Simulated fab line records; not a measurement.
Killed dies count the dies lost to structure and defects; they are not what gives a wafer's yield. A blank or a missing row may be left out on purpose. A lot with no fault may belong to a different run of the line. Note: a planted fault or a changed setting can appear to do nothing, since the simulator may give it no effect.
fab line records	flow n5-finfet
record lots=3	wafers=9	last-day=18
route steps=1938 shown GATE_CUT@481 MOL_CONTACT_COAG@517 PASSIVATION@1936
lots that met no fault: from a run of the same line without faults
start-h: hours from the record's first day to the start of the lot's first wafer shown	wait-h: how many hours have passed since the lot's step before this one	" same as the row above	L1.1+2: a row that stands for several wafers	- no value present, or no start provided	* or withheld: withheld	< > ~ a bound
route shown NAME@n: NAME is a module with steps in the file, n the number in the route of the first one	usual: mean and standard deviation over wafers with no fault	same: alike in all rows	chamber/n: place in a boat	sites: per-site readings	_std_site: standard deviation of those values	_edge_site: outer sites' mean less inner sites'	radius-mm: how far each site lies from the wafer's centre	mask NAME#n: copy n	behind: the tool/chamber that last shaped the wafer	hold: cause of the lot's hold/its duration in hours/its outcome	device: names the non-switching transistor (n, p or np)	end of line: tests run on the same wafers once the route is complete	for a step that has no rows: nothing shown but its recipe	killed: not the wafer's yield, but the dies lost to structure and defects at the first sort	map: a wafer's dies, marking killed ones x, the rest . and places with no die _
set.NAME: setting as actually run; set.NAME@STEP: the setting as run at that earlier step	model.NAME: the simulator's own value behind a step, which no gauge read
lots at selected steps of the route; one table per step, one row per wafer
services: a tool's chamber out of use, with start hour (start-h, from the record's first day; less than 0 if before it), hours out, and reason
## steps
# step N5_GATE_CUT_COAT_07
# recipe resist=CAR-EUV	spin-rpm=1500	resist-thk-nm=30
# step N5_GATE_CUT_EBR_09
# recipe solvent=PGMEA	ebr-width-mm=1.5
# step N5_GATE_CUT_SOFTBAKE_08
# recipe temp-c=110	time-s=60	resist=CAR-EUV
# step N5_GATE_CUT_EXPOSE_10
# recipe mask-id=GATE_CUT	na=0.33	source-shape=annular	sigma-inner=0.35	sigma-outer=0.8	polarization=unpolarized	target-cd-nm=20	dose-mj=43.25
# step N5_GATE_CUT_PEB_11
# recipe peb-temp-c=100	peb-time-s=60	resist=CAR-EUV
# step N5_GATE_CUT_DEVELOP_12
# recipe develop-time-s=30	developer=TMAH	resist=CAR-EUV	rinse-liquid=surfactant-rinse	dry=air-spin	dev-temp-c=23
# step N5_GATE_CUT_DESCUM_18
# recipe chemistry=O2	time-s=7	source-power-w=50	bias-power-w=20	pressure-mtorr=20	rf-frequency-hz=2.712e+07	temp-c=40	resist=CAR-EUV	o2-flow-sccm=225
# step N5_GATE_CUT_ETCH_28
# recipe chemistry=N2/H2	target=underlayer	target-depth-a=130	mask-material=CAR-EUV	time-s=10.4	ion-energy-ev=200	pressure-mtorr=30	source-w=840	bias-w=150	n2-flow-sccm=200	h2-flow-sccm=200	ends=cleared
# step N5_GATE_CUT_ETCH_36
# recipe chemistry=CF4	target=SiARC	target-depth-a=130	mask-material=CAR-EUV	time-s=21.7	ion-energy-ev=80	pressure-mtorr=40	source-w=545	bias-w=36	Ar_flow_sccm=100	cf4-flow-sccm=100	ends=cleared
# step N5_GATE_CUT_ETCH_37
# recipe chemistry=N2/H2	target=SOC	target-depth-a=600	overetch-a=120	mask-material=SiARC	temp-c=40	time-s=90	ion-energy-ev=200	pressure-mtorr=30	source-w=840	bias-w=150	n2-flow-sccm=200	h2-flow-sccm=200
# usual drypump-motor-current-A=5.5/0.48	oes-product-au=0.71/0.052	rf-vpp-V=524.5/1.8	showerhead-plenum-p-Torr=2.57/0.063	throttle-valve-pct=17.86/0.17
lot.wafer	tool	chamber	start-h	wait-h	drypump-motor-current-A	oes-product-au	rf-hours-counter-h	rf-vpp-V	showerhead-plenum-p-Torr	throttle-valve-pct
L222.3	rie-diel-02	1	99.75	0.0	5.8	0.73	118	522.8	2.57	17.85
L222.4	"	3	"	"	5.0	0.69	144	525.9	2.67	17.77
L222.6	"	3	"	"	5.0	0.69	-	526.6	2.67	17.74
L225.1	rie-diel-04	1	113.22	0.0	6.1	0.69	143	526.5	2.66	17.78
L225.4	"	2	"	"	5.0	0.79	48	522.7	2.47	17.82
L225.5	"	0	"	"	5.1	0.73	-	524.2	2.57	17.66
L240.2	rie-diel-04	2	206.47	0.0	5.0	0.75	79	522.5	2.45	17.88
L240.3	"	3	"	"	5.3	0.73	59	524.3	2.58	17.73
L240.6	"	0	"	"	5.1	0.70	-	524.8	2.55	17.71
# step N5_GATE_CUT_STRIP_38
# recipe chemistry=N2/H2	temp-c=40	n2-flow-sccm=200	h2-flow-sccm=200	rf-frequency-hz=6e+07
# step N5_GATE_CUT_STRIP_39
# recipe chemistry=N2/H2	temp-c=40	n2-flow-sccm=200	h2-flow-sccm=200	rf-frequency-hz=6e+07
# step N5_GATE_CUT_HM_OPEN_40
# recipe chemistry=C4F6/O2	target=SiO2	mask-material=SiARC	target-depth-a=1390	time-s=85.1	ion-energy-ev=250	pressure-mtorr=30	source-w=345	bias-w=185	Ar_flow_sccm=300	C4F6_flow_sccm=10	O2_flow_sccm=10	ends=cleared
# step N5_GATE_CUT_STRIP_41
# recipe chemistry=CF4	resist=SiARC	power-w=300	bias-power-w=75	pressure-mtorr=50	cf4-flow-sccm=150	rf-frequency-hz=6e+07
# step N5_GATE_CUT_STRIP_42
# recipe chemistry=O2	power-w=400	temp-c=40	pressure-mtorr=30	rf-frequency-hz=6e+07	bias-power-w=0	overash-fraction=0.3	o2-flow-sccm=225
# step N5_GATE_CUT_ETCH_19
# recipe chemistry=CH3F/O2	target=SiNx	mask-material=SiO2	target-depth-a=537	time-s=76.7	pressure-mtorr=30	source-w=395	bias-w=73	Ar_flow_sccm=150	CH3F_flow_sccm=30	O2_flow_sccm=20	ion-energy-ev=120	ends=cleared
# step N5_GATE_CUT_CUT_ETCH_53
# recipe chemistry=SF6/Cl2	target=W	mask-material=SiO2	target-depth-a=792	pressure-mtorr=8	icp-w=900	bias-w=80	SF6_flow_sccm=40	Cl2_flow_sccm=60	ends=cleared
# step N5_GATE_CUT_CUT_ETCH_54
# recipe chemistry=Cl2/BCl3	target=TiN	mask-material=SiO2	target-depth-a=967	pressure-mtorr=10	icp-w=1000	bias-w=126	Cl2_flow_sccm=53.25	bcl3-flow-sccm=21.75	Ar_flow_sccm=25	ends=cleared
# step N5_GATE_CUT_CUT_ETCH_55
# recipe chemistry=BCl3	target=HfO2	mask-material=SiO2	target-depth-a=32	ion-energy-ev=30	pressure-mtorr=5	icp-w=450	bias-w=18	bcl3-flow-sccm=80
# step N5_GATE_CUT_ETCH_47
# recipe chemistry=Cl2/BCl3	target=SiO2	target-depth-a=100	pressure-mtorr=10	icp-w=1000	bias-w=126	Cl2_flow_sccm=53.25	bcl3-flow-sccm=21.75	Ar_flow_sccm=25
# step N5_GATE_CUT_VAPOR_ETCH_48
# recipe chemistry=BCl3/Cl2	target=TiN	mode=isotropic
# step N5_GATE_CUT_VAPOR_ETCH_49
# recipe chemistry=BCl3/Cl2	target=TiAlC	mode=isotropic
# step N5_GATE_CUT_VAPOR_ETCH_51
# recipe chemistry=BCl3/Cl2	target=HfO2	mode=isotropic
# step N5_GATE_CUT_STRIP_21
# recipe chemistry=N2/H2	time-s=30	power-w=1000	temp-c=250	pressure-mtorr=withheld	n2-flow-sccm=1750	h2-flow-sccm=3250
# step N5_GATE_CUT_STRIP_29
# recipe chemistry=post-etch-residue-remover	time-s=60	temp-c=25	remover-ph=withheld	remover-water-wt-pct=withheld	remover-fluoride-wt-pct=withheld
# step N5_GATE_CUT_SRD_52
# recipe dry=ipa-marangoni	time-s=30	temp-c=23	rinse-liquid=diw
# step N5_GATE_CUT_ALD_22
# recipe material=SiNx	target-thk-a=160	temp-c=400	ald-precursor-family=SiH2I2	ald-co-reactant=N2/H2-plasma	pulse-time-s=1	ald-cycles=320	purge-time-s=2	co-reactant-purge-time-s=2	pressure-torr=2
# step N5_GATE_CUT_CMP_23
# recipe stop-on=SiO2	t-overpolish-s=23.4	post-cmp-clean=alkaline-brush	down-force-psi=2.5	platen-rpm=51.8	pad-velocity-m-s=1.0307	target-thk-nm=16
# step N5_GATE_CUT_CMP_43
# recipe material=SiO2	post-cmp-clean=rinse-only
# step N5_GATE_CUT_CMP_61
# recipe stop-on=SiNx	t-overpolish-s=3	post-cmp-clean=alkaline-brush	down-force-psi=4	platen-rpm=27.09	pad-velocity-m-s=0.539
# step N5_MOL_CONTACT_COAG_COAT_103
# recipe resist=SOC	temp-c=250	time-s=60	spin-rpm=1500	resist-thk-nm=80
# step N5_MOL_CONTACT_COAG_COAT_104
# recipe resist=SiARC	temp-c=220	time-s=60	spin-rpm=1500	resist-thk-nm=12
# step N5_MOL_CONTACT_COAG_COAT_58
# recipe resist=underlayer	temp-c=205	time-s=60	spin-rpm=1500	resist-thk-nm=10
# step N5_MOL_CONTACT_COAG_COAT_02
# recipe resist=CAR-EUV	spin-rpm=1500	resist-thk-nm=30
# step N5_MOL_CONTACT_COAG_EBR_04
# recipe solvent=PGMEA	ebr-width-mm=1.5
# step N5_MOL_CONTACT_COAG_SOFTBAKE_03
# recipe temp-c=110	time-s=60	resist=CAR-EUV
# step N5_PASSIVATION_PROBE_49
# usual killed_at_M0_to_M3=33/9.9	killed_at_M4_up=14/6.4	killed-at-contacts=12/7	killed-at-front-end=41/13	killed-at-other=3.1/2.9	killed-dies=103/20	killed-open=67/14	killed-short=34/9.4
# same gross-dies=1180	killed-at-back-side=0
lot.wafer	tool	chamber	start-h	wait-h	killed_at_M0_to_M3	killed_at_M4_up	killed-at-contacts	killed-at-front-end	killed-at-other	killed-dies	killed-open	killed-short
L240.3	prober-01	-	431.69	0.1	23	10	16	184	2	235	52	22
# killed by level:class
L240.3 GATE_CUT:unspecified=161 MOL_CONTACT_COAG:geometric-particle:open=16 STI_FIN_REVEAL:geometric-particle:open=5 BEOL_M3:geometric-particle:open=5 BEOL_M0_SAQP:geometric-particle:open=4 STI_FIN_REVEAL:geometric-particle:short=3 DUMMY_GATE:geometric-particle:open=3 BEOL_M0_SAQP:geometric-particle:short=3
# map L240.3 (x killed, . not)
_________________............________________
______________.................._____________
___________................x.......__________
__________...................x......_________
________.......x......................_______
_______............................x...______
______...x..............x.x..........x.._____
_____..............x...x...........x..x.x____
____....x...........xx.............x......___
___x.........x....x........................__
___x...........x....x......................__
__..........x..............................._
__.........................x......x........._
_....xx....................xx.....x.......x..
_......................x.....................
_.......................x...............x....
_...x...............x........................
_..........x....x.......x......x.............
_...x.x.x......xx.xx................x........
_.............x.xxx.....x........x.........x.
_...x.....xx..xxxxxxxx.x.................x...
__.........xxxxxxxxxxxxx.........x.........._
__.........xxxxxxxxxxxxxx..............x...._
___x.....xxxxxxxxxxxxxxxx..x...........x...__
___......x.xxxxxxxxxxxxxxx........x.x..x...__
____..x...xxxxxxxxxxxxxxxx......x.........___
_____.....xxxxxxxxxxxxxxxx...............____
______..x..xxxxxxxxxxxxxx.x..........x.._____
_______...xxxxxxxxxxxxxx.x..x..........______
________..x.xxxxxxxxxxxx...........x.._______
__________..x.xxxxxxxxx............._________
___________......xxx..........x....__________
______________.x...x.....x......_____________
_________________...........x________________
# map L225.4 (x killed, . not)
_________________.....x......________________
______________x....x.........x.._____________
___________...x.......x.x..xx......__________
__________...............x......x..._________
________.....................x........_______
_______.x...........x..................______
______...x......................x......._____
_____..............xx........x.......x...____
____x...................x.................___
___................xx......................__
___.......x..x......xx.....x....x...x...x..__
__.........xx......x..................x....._
__.......x...x.............................._
_.......................x........x...........
_......x.xx...x........x...x..x..............
_.......x..x........x.x.......x.....x........
_x............x............xx................
_.......x....................................
_x..........x..x...............x.............
_....................x.......................
_..........x....x..x.........................
__............x..........x.........x......x._
__.x..x.x....................x......x.....x._
___..............x.....x........x........x.__
___.....x..x..........x......x........x....__
____x..........x...x.....................x___
_____.......x.........................x..____
______....x...............x.....x......._____
_______.........xx.x....x.x......x.....______
________........x............x........_______
__________...x.........x............_________
___________........................__________
______________.......x........xx_____________
_________________.x..........________________
## services
tool	chamber	start-h	hours	kind
rie-diel-04	2	77.28	6.0	repair
rie-diel-02	2	131.19	-	clean
rie-diel-02	2	131.19	-	consumable-replace:focus-ring
rie-diel-02	2	131.19	24.2	scheduled-down
rie-diel-02	2	131.19	24.2	vent-cycle
rie-diel-04	3	133.61	22.5	repair
rie-diel-04	0	185.19	4.0	repair
## key
first-sign step=N5_PASSIVATION_PROBE_49	reading=killed-at-front-end	direction=up	sigmas=11	usual=41	struck=184
effect step=N5_PASSIVATION_PROBE_49	reading=killed-dies	direction=up	sigmas=6.5	usual=103	struck=235
more-kills-born-at N5_GATE_CUT_ETCH_37@rie-diel-04=161
met-at N5_GATE_CUT_ETCH_37
struck-wafers L240.3
tester-left-out L240
fault kind=chamber-particle-source	tool=rie-diel-04	chamber=3	onset-h=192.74	steps=N5_GATE_CUT_ETCH_37	rate-per-visit-cm2=2.0016	end-h=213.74
# tester-left-out: of these lots the tester's yield and bins aren't shown, on N5 and GAA mostly nor the transistor test; their killed dies are dies lost to structure and defects alone, not to doping, threshold or leakage, so they don't give the yield
